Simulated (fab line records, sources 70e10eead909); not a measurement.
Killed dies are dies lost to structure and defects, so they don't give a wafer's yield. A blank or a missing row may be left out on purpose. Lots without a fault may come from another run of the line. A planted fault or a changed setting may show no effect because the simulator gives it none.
Which tool did it? | flow nand_harc | 15 lots, 45 wafers sampled, at 4 steps of a route of 1159

WHAT THE GAUGES READ, wafer by wafer
The record holds no reading of a measuring or inspecting step that can be judged against a usual standard deviation.

WHICH TOOL RAN EACH LOT (tool, then ch and the chambers of the sampled wafers, then the start)
lot  | NHARC_A_STAIRCASE_ETCHBACK_422     | NHARC_A_SGD_CUT_DEP_00          | NHARC_A_SGD_CUT_DEVELOP_08        | NHARC_A_SGD_CUT_ETCH_58
L980 | rie_diel-13 ch 1,2,3, day 13 11:43 | pecvd-01 ch 0,2, day 13 13:07   | litho_track-01 ch 0, day 13 13:00 | rie_diel-03 ch 1,2, day 13 13:58
L981 | rie_diel-13 ch 1,2,3, day 14 01:48 | pecvd-03 ch 1,2, day 14 03:30   | litho_track-06 ch 0, day 14 04:00 | rie_diel-11 ch 0,2,3, day 14 04:38
L983 | rie_diel-05 ch 0,1,2, day 14 02:07 | pecvd-02 ch 1,2, day 14 03:32   | litho_track-06 ch 0, day 14 04:00 | rie_diel-03 ch 1,2,3, day 14 04:29
L984 | rie_diel-08 ch 1,3, day 14 12:05   | pecvd-01 ch 0,2, day 14 13:28   | litho_track-04 ch 0, day 14 13:00 | rie_diel-12 ch 0,2, day 14 14:20
L982 | rie_diel-13 ch 0,1,2, day 14 12:13 | pecvd-01 ch 0,1, day 14 13:37   | litho_track-06 ch 0, day 14 14:00 | rie_diel-11 ch 0,2,3, day 14 14:37
L985 | rie_diel-08 ch 1,2,3, day 14 12:46 | pecvd-01 ch 0,1,2, day 14 14:05 | litho_track-04 ch 0, day 14 14:00 | rie_diel-03 ch 1,2,3, day 14 15:05
L988 | rie_diel-08 ch 0,1,3, day 15 16:55 | pecvd-02 ch 1,2, day 15 18:15   | litho_track-06 ch 0, day 15 18:00 | rie_diel-11 ch 1,2,3, day 15 19:16
L987 | rie_diel-13 ch 0,1, day 15 18:49   | pecvd-01 ch 0,2, day 15 20:16   | litho_track-04 ch 0, day 15 20:00 | rie_diel-03 ch 0,1,3, day 15 21:16
L989 | rie_diel-08 ch 0,3, day 16 04:49   | pecvd-03 ch 0,1,2, day 16 06:13 | litho_track-01 ch 0, day 16 06:00 | rie_diel-03 ch 0,3, day 16 07:07
L990 | rie_diel-05 ch 1,2, day 16 12:59   | pecvd-02 ch 0,1, day 16 14:25   | litho_track-01, day 16 15:00      | rie_diel-12 ch 0,1, day 16 15:25
L992 | rie_diel-08 ch 0,3, day 16 13:10   | pecvd-01 ch 0,1, day 16 14:40   | litho_track-06, day 16 15:00      | rie_diel-03 ch 1,2, day 16 15:28
L991 | rie_diel-05 ch 0,1,3, day 16 17:19 | pecvd-02 ch 0,1,2, day 16 18:52 | litho_track-06, day 16 19:00      | rie_diel-11 ch 0,2,3, day 16 19:43
L101 | rie_diel-08 ch 0,2,3, day 18 11:40 | pecvd-03 ch 0,1, day 18 13:17   | litho_track-01 ch 0, day 18 13:00 | rie_diel-11 ch 1,2,3, day 18 14:18
L100 | rie_diel-05 ch 0,1,3, day 18 13:04 | pecvd-03 ch 0,2, day 18 14:28   | litho_track-01 ch 0, day 18 15:00 | rie_diel-11 ch 1,3, day 18 15:25
L103 | rie_diel-05 ch 1,2,3, day 19 14:37 | pecvd-02 ch 0,2, day 19 15:58   | litho_track-04 ch 0, day 19 16:00 | rie_diel-03 ch 0,3, day 19 16:56
- NHARC_A_STAIRCASE_ETCHBACK_422: etches the open film in CH3F/O2, target depth 40 nm, time 74.286 s.
- NHARC_A_SGD_CUT_DEP_00: deposits SiNx, target thk 50 nm.
- NHARC_A_SGD_CUT_DEVELOP_08: develop time 35 s.
- NHARC_A_SGD_CUT_ETCH_58: etches the open film in CF4, target depth 39 nm, time 65 s.

WHAT THE TOOLS THEMSELVES READ (means of the sampled wafers that have a number; where no wafer has one, the mark that the record gives instead)
NHARC_A_STAIRCASE_ETCHBACK_422. Usual: drypump_motor_current_A 5.91 A, standard deviation 0.28; o2_flow_sccm 29.99 sccm, standard deviation 0.094; oes_product_au 0.96 a.u., standard deviation 0.037; rf_vpp_V 245.1 V, standard deviation 1.4; showerhead_plenum_p_Torr 2.51 Torr, standard deviation 0.086; throttle_valve_pct 20.662 %, standard deviation 0.0085.
lot  | tool        | drypump_motor_current_A (A) | o2_flow_sccm (sccm) | oes_product_au (a.u.) | rf_vpp_V (V) | showerhead_plenum_p_Torr (Torr) | throttle_valve_pct (%) | flag
L980 | rie_diel-13 | 6.14                        | 30.02               | 1.00                  | 244.9        | 2.48                            | 20.658                 |
L981 | rie_diel-13 | 6.14                        | 30.04               | 1.00                  | 244.5        | 2.47                            | 20.670                 |
L983 | rie_diel-05 | 5.87                        | 29.96               | 1.01                  | 245.2        | 2.55                            | 20.657                 |
L984 | rie_diel-08 | 5.52                        | 30.08               | 1.00                  | 244.1        | 2.43                            | 20.661                 |
L982 | rie_diel-13 | 5.97                        | 29.98               | 0.93                  | 244.6        | 2.51                            | 20.662                 |
L985 | rie_diel-08 | 5.51                        | 29.93               | 1.00                  | 243.8        | 2.42                            | 20.664                 |
L988 | rie_diel-08 | 5.61                        | 30.10               | 1.00                  | 244.9        | 2.48                            | 20.664                 |
L987 | rie_diel-13 | 5.98                        | 30.00               | 0.92                  | 245.0        | 2.56                            | 20.658                 |
L989 | rie_diel-08 | 5.88                        | 29.98               | 0.98                  | 245.0        | 2.49                            | 20.660                 |
L990 | rie_diel-05 | 5.78                        | 30.07               | 1.00                  | 246.1        | 2.54                            | 20.658                 |
L992 | rie_diel-08 | 5.77                        | 30.03               | 0.93                  | 243.6        | 2.44                            | 20.667                 |
L991 | rie_diel-05 | 6.08                        | 29.95               | 0.99                  | 245.8        | 2.55                            | 20.670                 |
L101 | rie_diel-08 | 5.75                        | 29.97               | 0.92                  | 244.2        | 2.42                            | 20.667                 |
L100 | rie_diel-05 | 6.09                        | 29.97               | 0.99                  | 245.9        | 2.54                            | 20.664                 |
L103 | rie_diel-05 | 5.93                        | 29.99               | 0.92                  | 245.0        | 2.49                            | 20.669                 |

NHARC_A_SGD_CUT_DEP_00. Usual: heater_power_w 743 W, standard deviation 71.
lot  | tool     | heater_power_w (W) | flag
L980 | pecvd-01 | 738                |
L981 | pecvd-03 | 805                |
L983 | pecvd-02 | 701                |
L984 | pecvd-01 | 730                |
L982 | pecvd-01 | 784                |
L985 | pecvd-01 | 683                |
L988 | pecvd-02 | 769                |
L987 | pecvd-01 | 757                |
L989 | pecvd-03 | 750                |
L990 | pecvd-02 | 726                |
L992 | pecvd-01 | 760                |
L991 | pecvd-02 | 714                |
L101 | pecvd-03 | 667                |
L100 | pecvd-03 | 756                |
L103 | pecvd-02 | 781                |

NHARC_A_SGD_CUT_DEVELOP_08. Usual: chill_plate_temp_C 22.98 C, standard deviation 0.096.
lot  | tool           | chill_plate_temp_C (C) | flag
L980 | litho_track-01 | 22.96                  |
L981 | litho_track-06 | 23.14                  |
L983 | litho_track-06 | 22.95                  |
L984 | litho_track-04 | 22.99                  |
L982 | litho_track-06 | 22.98                  |
L985 | litho_track-04 | 23.01                  |
L988 | litho_track-06 | 23.07                  |
L987 | litho_track-04 | 22.88                  |
L989 | litho_track-01 | 23.00                  |
L990 | litho_track-01 | -                      | OFF
L992 | litho_track-06 | -                      | OFF
L991 | litho_track-06 | -                      | OFF
L101 | litho_track-01 | 22.85                  |
L100 | litho_track-01 | 23.10                  |
L103 | litho_track-04 | 22.85                  |

NHARC_A_SGD_CUT_ETCH_58. Usual: drypump_motor_current_A 5.4 A, standard deviation 0.6; oes_product_au 0.999 a.u., standard deviation 0.0069; rf_vpp_V 150.7 V, standard deviation 1.2; showerhead_plenum_p_Torr 1.72 Torr, standard deviation 0.067; throttle_valve_pct 13.284 %, standard deviation 0.0085.
lot  | tool        | drypump_motor_current_A (A) | oes_product_au (a.u.) | rf_vpp_V (V) | showerhead_plenum_p_Torr (Torr) | throttle_valve_pct (%) | flag
L980 | rie_diel-03 | 5.4                         | 0.999                 | 150.6        | 1.69                            | 13.289                 |
L981 | rie_diel-11 | 5.7                         | 0.999                 | 150.2        | 1.70                            | 13.279                 |
L983 | rie_diel-03 | 5.3                         | 0.995                 | 150.3        | 1.69                            | 13.285                 |
L984 | rie_diel-12 | 5.5                         | 0.994                 | 151.8        | 1.79                            | 13.292                 |
L982 | rie_diel-11 | 5.7                         | 1.007                 | 150.2        | 1.70                            | 13.283                 |
L985 | rie_diel-03 | 5.3                         | 0.995                 | 150.1        | 1.69                            | 13.284                 |
L988 | rie_diel-11 | 5.2                         | 1.009                 | 150.8        | 1.68                            | 13.280                 |
L987 | rie_diel-03 | 5.0                         | 1.001                 | 151.9        | 1.75                            | 13.279                 |
L989 | rie_diel-03 | 5.1                         | 0.998                 | 151.0        | 1.76                            | 13.281                 |
L990 | rie_diel-12 | 5.4                         | 1.006                 | 151.0        | 1.79                            | 13.281                 |
L992 | rie_diel-03 | 5.0                         | 1.002                 | 150.7        | 1.73                            | 13.278                 |
L991 | rie_diel-11 | 5.7                         | 0.996                 | 149.8        | 1.70                            | 13.287                 |
L101 | rie_diel-11 | 5.2                         | 0.994                 | 150.2        | 1.67                            | 13.286                 |
L100 | rie_diel-11 | 4.8                         | 0.999                 | 149.8        | 1.67                            | 13.287                 |
L103 | rie_diel-03 | 5.3                         | 0.996                 | 150.5        | 1.71                            | 13.289                 |

THE ANSWER, worked out from the rows above alone
Rule: a lot is off if the mean of its wafers that have a number lies more than 3 standard deviations from the usual mean. A lot without any number at a reading at which 4 lots or more have one is off too. The other lots that the step has rows for count as sound. The gauges are gone through in route order, then the tools' own readings, and for those a lot's mean is taken as printed above. The first step at which some lot is off is used, and at that step the reading that is off furthest; a lot without a number counts as furthest.
Off: L990, L992, L991, at NHARC_A_SGD_CUT_DEVELOP_08 (chill_plate_temp_C). Without a number there: L990, L992, L991.
A tool fits if, at that step or a process step before it, it ran every lot that is off, and no sound lot after the first of them. None of those tried fits.

WHAT THE SIMULATOR HAD PUT IN
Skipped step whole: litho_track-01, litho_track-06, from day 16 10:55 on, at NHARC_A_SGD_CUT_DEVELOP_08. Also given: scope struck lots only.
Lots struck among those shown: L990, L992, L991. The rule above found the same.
